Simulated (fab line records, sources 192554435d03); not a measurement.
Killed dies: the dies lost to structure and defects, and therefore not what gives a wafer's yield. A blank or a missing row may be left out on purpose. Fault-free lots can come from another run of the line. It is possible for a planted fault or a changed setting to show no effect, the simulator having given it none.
Problem report, 8D (eight disciplines) form, completed by code    flow n5Finfet    the parts of the form that need people (team, actions taken, sign-off) are left out

== 1. WHAT WENT WRONG ==
Wafers without a fault read 1500.0 rpm, standard deviation 0.96; spinSpeedRpm at N5_BEOL_M1_COAT_68 reads a mean of 1320.9 rpm on 6 wafers belonging to 2 lots. So: -99 or more standard deviations from the usual mean.
The step: time 60 s, resist thk 12 nm.
Seen first at day 8 13:13 on lithoTrack-01, wafer L103.1. The record holds 24 wafers of 8 lots with a number at this step. The rule behind "out" and "out of limits": a value lying over 4 standard deviations away from the usual mean. The rest of the wafers with a number are treated as sound.

== 2. WHAT IT IS AND WHAT IT IS NOT ==
question                     is                      is not
which readings at this step  spinSpeedRpm            -
which lots                   L103, L104              L105, L112, L114, L116, L993, L997
which wafers of those lots   all that have a number  -
read on which tools          lithoTrack-01           lithoTrack-03
when                         from day 8 13:13        up to then (6 sound wafers); but 12 sound wafers of L105, L112, L114, L116 came after

== 3. SUSPECTS, AND WHAT RULES EACH OUT ==
Counting: a tool stays on the suspect list if, at a process step up to the reading, it processed all lots that are out and no sound lot following the first of them.
- rieMetal-02 at N5_BEOL_M1_HM_OPEN_17 (chemistry Cl2/BCl3, target TiN, target depth 20 nm, overetch 6 nm): kept. It ran every lot that is out, first L103 (day 8 12:59), and no sound lot after that.
- lithoTrack-01 at N5_BEOL_M1_COAT_68 (time 60 s, resist thk 12 nm): kept. All lots that are out passed through it, beginning with L103 at day 8 13:13, and no sound lot followed; its final sound lot before that point was L993 at day 6 21:33. Its own spinSpeedRpm readings are out on those wafers.
Remaining after the count are rieMetal-02 at N5_BEOL_M1_HM_OPEN_17 and lithoTrack-01 at N5_BEOL_M1_COAT_68.

== 4. THE CAUSE (what the simulator had put in) ==
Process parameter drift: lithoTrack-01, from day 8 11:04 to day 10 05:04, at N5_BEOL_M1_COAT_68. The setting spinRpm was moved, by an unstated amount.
After counting, 2 suspects remain, this tool included.

== 5. THE EFFECT CHAIN, in route order ==
Each row: a reading where the mean over the struck wafers with a number is more than 3 standard deviations away from the usual. Only readings whose record carries a usual standard deviation are examined. hours: median over the lots of the time between each lot's start at the first step of this table that gives one and its start at this step. sigmas: the change, counted in usual standard deviations.
hours  step                reading        usual       on struck wafers  change  sigmas
0      N5_BEOL_M1_COAT_68  spinSpeedRpm   1500.0 rpm  1320.9            -179.1  -99 or more
0      N5_BEOL_M1_ETCH_69  etchRfOnTimeS  26.2 s      27.8              +1.6    +4.2
Here are the process steps it includes:
- N5_BEOL_M1_COAT_68: time 60 s, resist thk 12 nm.
- N5_BEOL_M1_ETCH_69: etches SiARC in CF4, target depth 15.6 nm, time 26 s.
Later steps that measure or inspect, where all struck wafers having a row at the step show a number for every such reading and not one has moved that far: N5_BEOL_M4_RC_MEAS_101.

== 6. WHAT WOULD HAVE CAUGHT IT SOONER ==
In this record the first reading out of limits was taken at day 8 13:13, 2 hours after the fault began at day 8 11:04.
